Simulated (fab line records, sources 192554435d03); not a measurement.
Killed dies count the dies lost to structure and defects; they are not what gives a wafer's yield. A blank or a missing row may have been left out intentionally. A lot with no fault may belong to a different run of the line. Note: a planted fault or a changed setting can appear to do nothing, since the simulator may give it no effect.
fab line records | flow n5Finfet
[record] lots = 7 wafers = 39
route steps=1938 shown ZERO_LAYER@11 FIN_SAQP@138 HKMG_FIN@413 GATE_CUT@467 MOL_CONTACT_COAG@624 BEOL_M1@818 BEOL_M3@980 BEOL_M4@1111
startH: the number of hours between the record's first day and the start of the first shown wafer of the lot | waitH: hours from the lot's prior step to this one | " the same as in the row above | L1.1+2: several wafers, shown together as one row | - either no value or no given start | * or withheld: withheld | < > ~ a bound
route shown NAME@n: NAME is a module with steps in the file, n the number in the route of the first one | usual: mean and standard deviation over wafers with no fault | same: alike in all rows | chamber/n: place in a boat | sites: the reading at each site | _std_site: their standard deviation | _edge_site: the outer-site mean with the inner-site mean subtracted | radiusMm: how far each site lies from the wafer's centre | mask NAME#n: copy n | behind: tool/chamber where the wafer was last shaped | hold: what put the lot on hold/how long, in hours/how the hold closed | device: transistor that didn't switch, given as n, p or np | end of line: the same wafers' tests at the end of the route | a step given without rows: its recipe and nothing more | killed: dies that structure and defects cost at the first sort, which is not the same as the wafer's yield | map: shows each die of a wafer: x if killed, . if not, _ if none is there
set.NAME: the run value of the setting; set.NAME@STEP: its run value at that earlier step | model.NAME: the simulator's own value behind a step, which no gauge read
one table per step and one row per wafer, for lots whose settings were changed on purpose
[[steps]]
[step N5_ZERO_LAYER_DEVELOP_10]
[recipe] developTimeS = 60 rinseLiquid = diw dry = airSpin devTempC = 21
[step N5_FIN_SAQP_SPACER2_ALD_28]
[recipe] material = SiO2 targetThkA = 81 tempC = 300 aldPrecursorFamily = BDEAS aldCoReactant = O2-plasma pulseTimeS = 1 purgeTimeS = 2 coReactantPurgeTimeS = 2 pressureTorr = 2
[step N5_HKMG_FIN_CVD_62]
[recipe] material = a-Si targetThkA = 30 tempC = 500 precursor = Si2H6 pressureTorr = 1 timeS = 20.8
[step N5_GATE_CUT_ETCHBACK_30]
[recipe] chemistry = Cl2/Ar target = TiN targetDepthA = 30 mode = isotropic pressureMtorr = 10 icpW = 600 biasW = 60 Cl2_flow_sccm = 40 Ar_flow_sccm = 60
[step N5_MOL_CONTACT_COAG_CVD_140]
[recipe] material = W targetThkA = 665 mode = selectiveFill tempC = 300 timeS = 215
[step N5_BEOL_M1_SPUTTER_81]
[recipe] material = Cu targetThkA = 45 tempC = -20 chamberPressurePa = 0.07 powerW = withheld timeS = 8.29
[step N5_BEOL_M3_TRENCH_ETCH_37]
[recipe] chemistry = C4F6/O2 targetDepthA = 555.55 target = SiOC timeS = 29.2 ionEnergyEv = 250 pressureMtorr = 30 sourceW = 355 biasW = 185 Ar_flow_sccm = 300 C4F6_flow_sccm = 10 O2_flow_sccm = 10
[step N5_BEOL_M4_RC_MEAS_101]
[usual] DIBL_N = 36.1/2 DIBL_P = 36.3/2.5 SS_N = 71.4/0.7 SS_P = 73.3/0.74
// columns lot.wafer tool chamber startH waitH set.developTimeS@ZERO_LAYER_DEVELOP_10 set.targetThkA@FIN_SAQP_SPACER2_ALD_28 set.timeS@HKMG_FIN_CVD_62 set.targetDepthA@GATE_CUT_ETCHBACK_30 set.targetThkA@MOL_CONTACT_COAG_CVD_140 set.targetThkA@BEOL_M1_SPUTTER_81 set.timeS@BEOL_M3_TRENCH_ETCH_37 DIBL_N[mV/V] DIBL_P[mV/V] SS_N[mV/dec] SS_P[mV/dec]
L079.1 prober-02 0 197.80 0.0 60 81 20.8 34.61 665 29.22 29.2 33.9 35.8 71.0 72.8
L079.2 " 0 " " 70.7 81 31.04 30 665 45 29.2 36.0 38.4 71.2 73.6
L079.3 " 0 " " 70.7 53.08 20.8 34.61 665 29.22 29.2 18.6 13.5 67.8 67.2
L079.4 " 0 " " 70.7 81 31.04 34.61 665 45 29.2 34.5 36.8 71.1 72.7
L079.5 " 0 " " 60 53.08 31.04 30 665 29.22 29.2 15.7 11.9 66.3 67.4
L079.6 " 0 " " 60 53.08 20.8 30 665 45 29.2 19.8 15.1 68.3 68.0
L080.1 prober-01 0 198.46 0.1 60 81 20.8 30 665 45 29.2 34.8 35.2 71.5 72.7
L080.2 " 0 " " 60 103.1 20.8 30 665 45 29.2 49.8 55.7 74.3 78.1
L080.3 " 0 " " 60 103.1 20.8 24.12 665 45 29.2 48.3 54.1 74.3 77.9
L080.4 " 0 " " 60 103.1 20.8 24.12 665 45 29.2 52.2 59.6 75.5 79.1
L080.5 " 0 " " 60 81 20.8 30 665 45 29.2 33.3 33.6 70.2 72.2
L080.6 " 0 " " 60 81 20.8 24.12 665 45 29.2 34.7 36.6 71.9 73.4
L087.1 prober-02 0 275.10 0.0 94.47 39.3 20.8 30 665 45 42.64 12.5 4.2 66.5 65.0
L087.2 " 0 " " 94.47 81 20.8 30 665 45 29.2 38.2 39.3 72.0 73.3
L087.3 " 0 " " 60 39.3 20.8 30 899.5 45 29.2 13.5 5.4 66.5 65.3
L087.4 " 0 " " 60 39.3 20.8 30 899.5 45 42.64 14.0 6.4 67.1 65.5
L087.5 " 0 " " 60 81 20.8 30 665 45 42.64 38.7 39.6 71.6 74.2
L087.6 " 0 " " 94.47 81 20.8 30 899.5 45 29.2 39.1 40.2 72.0 74.2
L089.1 prober-02 0 284.88 0.5 60 81 12.58 21.67 665 21.51 23.01 37.3 38.0 71.0 73.7
L089.2 " 0 " " 78.6 34.61 20.8 30 532 21.51 29.2 9.6 -1.0 65.7 64.1
L089.3 " 0 " " 60 34.61 20.8 30 665 45 23.01 5.8 -6.8 64.7 62.7
L089.4 " 0 " " 78.6 81 12.58 30 665 45 29.2 37.4 37.7 71.8 72.9
L089.5 " 0 " " 60 81 20.8 21.67 532 21.51 29.2 38.4 38.8 72.1 73.6
L089.6 " 0 " " 78.6 34.61 12.58 21.67 532 45 23.01 9.5 0.0 65.7 64.3
L097.1 prober-02 0 313.10 0.0 60 126.6 9.756 30 665 45 29.2 63.3 75.1 76.6 83.4
L097.2 " 0 " " 60 126.6 20.8 30 857.5 34.1 18.39 62.8 73.2 76.3 83.1
L097.3 " 0 " " 60 81 20.8 37.08 665 34.1 29.2 35.7 34.4 70.8 73.0
L097.4 " 0 " " 60 126.6 9.756 37.08 857.5 45 29.2 65.9 76.9 77.9 84.1
L097.5 " 0 " " 60 81 20.8 30 665 45 18.39 32.6 32.2 70.5 72.4
L097.6 " 0 " " 60 81 9.756 37.08 857.5 34.1 18.39 36.0 37.0 71.0 73.6
L094.2 prober-02 0 318.78 0.2 60 81 20.8 30 665 45 29.2 37.0 35.8 71.6 73.8
L094.3 " 0 " " 60 81 20.8 30 665 45 29.2 35.6 35.0 71.8 73.3
L094.4 " 0 " " 60 81 20.8 30 665 45 29.2 37.3 36.7 71.7 73.7
L096.1 prober-01 0 324.98 0.0 60 81 20.8 30 944.1 58.18 29.2 38.4 39.4 72.2 73.9
L096.2 " 0 " " 60 39.2 20.8 30 944.1 58.18 38.51 6.8 -2.7 64.3 64.1
L096.3 " 0 " " 60 39.2 20.8 30 665 45 29.2 7.0 -1.8 65.0 63.2
L096.4 " 0 " " 60 81 20.8 30 944.1 45 38.51 39.8 41.0 72.3 74.4
L096.5 " 0 " " 60 39.2 20.8 30 665 45 29.2 10.1 2.0 65.4 65.2
L096.6 " 0 " " 60 81 20.8 30 665 58.18 38.51 37.8 38.1 72.4 74.1
[[key]]
[split] step = N5_ZERO_LAYER_DEVELOP_10 setting = developTimeS statedAs = 60
response none clear
[split] step = N5_FIN_SAQP_SPACER2_ALD_28 setting = targetThkA statedAs = 81
[response] step = N5_BEOL_M4_RC_MEAS_101 reading = DIBL_P slope = +0.709 per = 1% togetherWith = all explained = 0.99
[response] step = N5_BEOL_M4_RC_MEAS_101 reading = DIBL_N slope = +0.522 per = 1% togetherWith = all explained = 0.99
[response] step = N5_BEOL_M4_RC_MEAS_101 reading = SS_P slope = +0.175 per = 1% togetherWith = all explained = 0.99
[response] step = N5_BEOL_M4_RC_MEAS_101 reading = SS_N slope = +0.113 per = 1% togetherWith = all explained = 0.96
[split] step = N5_HKMG_FIN_CVD_62 setting = timeS statedAs = 20.8
response none clear
[split] step = N5_GATE_CUT_ETCHBACK_30 setting = targetDepthA statedAs = 30
response none clear
[split] step = N5_MOL_CONTACT_COAG_CVD_140 setting = targetThkA statedAs = 665
response none clear
[split] step = N5_BEOL_M1_SPUTTER_81 setting = targetThkA statedAs = 45
response none clear
[split] step = N5_BEOL_M3_TRENCH_ETCH_37 setting = timeS statedAs = 29.2
response none clear
